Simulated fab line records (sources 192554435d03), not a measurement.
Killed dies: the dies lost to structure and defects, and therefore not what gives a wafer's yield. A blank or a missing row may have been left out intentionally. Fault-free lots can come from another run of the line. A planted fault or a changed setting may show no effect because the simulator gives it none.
One fault seen from 2 desks || flow n5Finfet || what lay behind the numbers comes last; until then each desk has only its own

## FROM THE METROLOGY DESK
Means of the sampled wafers that have a number, per lot and without regard to the tool the lot ran on: this is what the gauges read. If a lot's mean is further than 4 standard deviations from the usual mean, the lot is out of limits and carries the mark OUT (the distance appears in the brackets). Readings shown: 7 of its 11, picked as those furthest out on some lot.
Columns: A = cdNm at N5_HKMG_FIN_CD_MEAS_49, usual 202.0 nm; B = DIBL_N at N5_BEOL_M4_RC_MEAS_101, usual 36.5 mV/V; C = DIBL_P at N5_BEOL_M4_RC_MEAS_101, usual 36.5 mV/V; D = IOFF_P at N5_BEOL_M4_RC_MEAS_101, usual 0.219 nA/um; E = SS_P at N5_BEOL_M4_RC_MEAS_101, usual 73.4 mV/dec; F = VT_N at N5_BEOL_M4_RC_MEAS_101, usual 249.7 mV; G = VT_P at N5_BEOL_M4_RC_MEAS_101, usual -250 mV
{"lot": "L333", "first seen here": "day 4 02:37", "A": 202.0, "B": 36.9, "C": 36.6, "D": 0.203, "E": 72.8, "F": 249.5, "G": -249}
{"lot": "L334", "first seen here": "day 4 05:35", "A": 202.0, "B": 37.3, "C": 35.5, "D": 0.222, "E": 73.5, "F": 253.4, "G": -249}
{"lot": "L335", "first seen here": "day 4 10:30", "A": 201.6, "B": 36.0, "C": 37.0, "D": 0.201, "E": 73.5, "F": 249.9, "G": -252}
{"lot": "L339", "first seen here": "day 5 14:08", "A": 202.1, "B": 34.3, "C": 34.3, "D": 0.179, "E": 72.8, "F": 250.5, "G": -251}
{"lot": "L341", "first seen here": "day 5 23:57", "A": 202.2, "B": 35.1, "C": 34.3, "D": 0.223, "E": 72.8, "F": 250.6, "G": -247}
{"lot": "L347", "first seen here": "day 7 11:30", "A": 201.3, "B": 35.3, "C": 36.4, "D": 0.215, "E": 73.6, "F": 252.1, "G": -250}
{"lot": "L351", "first seen here": "day 8 11:52", "A": 202.8, "B": 38.5, "C": 39.4, "D": 0.239, "E": 74.1, "F": 247.5, "G": -248}
{"lot": "L353", "first seen here": "day 9 04:07", "A": 202.2, "B": 38.4, "C": 37.8, "D": 0.244, "E": 74.2, "F": 248.9, "G": -247}
{"lot": "L354", "first seen here": "day 9 04:58", "A": 202.5, "B": 35.5, "C": 36.7, "D": 0.191, "E": 73.3, "F": 251.1, "G": -254}
{"lot": "L355", "first seen here": "day 9 13:15", "A": 201.7, "B": 34.7, "C": 36.4, "D": 0.210, "E": 73.1, "F": 250.7, "G": -249}
Result from this desk: across the 10 lots, nothing is out of limits.

## AT THE TOOL OWNER'S DESK: aldMetal-01
The tool's own readings at N5_HKMG_FIN_ALD_79 (deposits TiN, target thk 1.5 nm, pulse time 1 s, purge time 3 s): means of the sampled wafers that have a number, for each lot that ran on this tool. If a lot's mean is further than 4 standard deviations from the usual mean, the lot is out of limits and carries the mark OUT (the distance appears in the brackets).
Columns: A = heaterPowerW at N5_HKMG_FIN_ALD_79, usual 893 W; B = precursorPulseHeightRel at N5_HKMG_FIN_ALD_79, usual 1.000
{"lot": "L333", "first seen here": "day 4 04:04", "A": 974, "B": 0.996}
{"lot": "L339", "first seen here": "day 5 15:35", "A": 931, "B": 1.010}
{"lot": "L341", "first seen here": "day 6 01:25", "A": 921, "B": 0.994}
{"lot": "L347", "first seen here": "day 7 12:58", "A": 954, "B": 0.992}
Result from this desk: across the 4 lots, nothing is out of limits.

## BROUGHT TOGETHER
At the metrology desk, nothing out of limits was observed.
The desk of the tool owner found nothing out of limits.

## WHAT HAD BEEN PUT IN BY THE SIMULATOR
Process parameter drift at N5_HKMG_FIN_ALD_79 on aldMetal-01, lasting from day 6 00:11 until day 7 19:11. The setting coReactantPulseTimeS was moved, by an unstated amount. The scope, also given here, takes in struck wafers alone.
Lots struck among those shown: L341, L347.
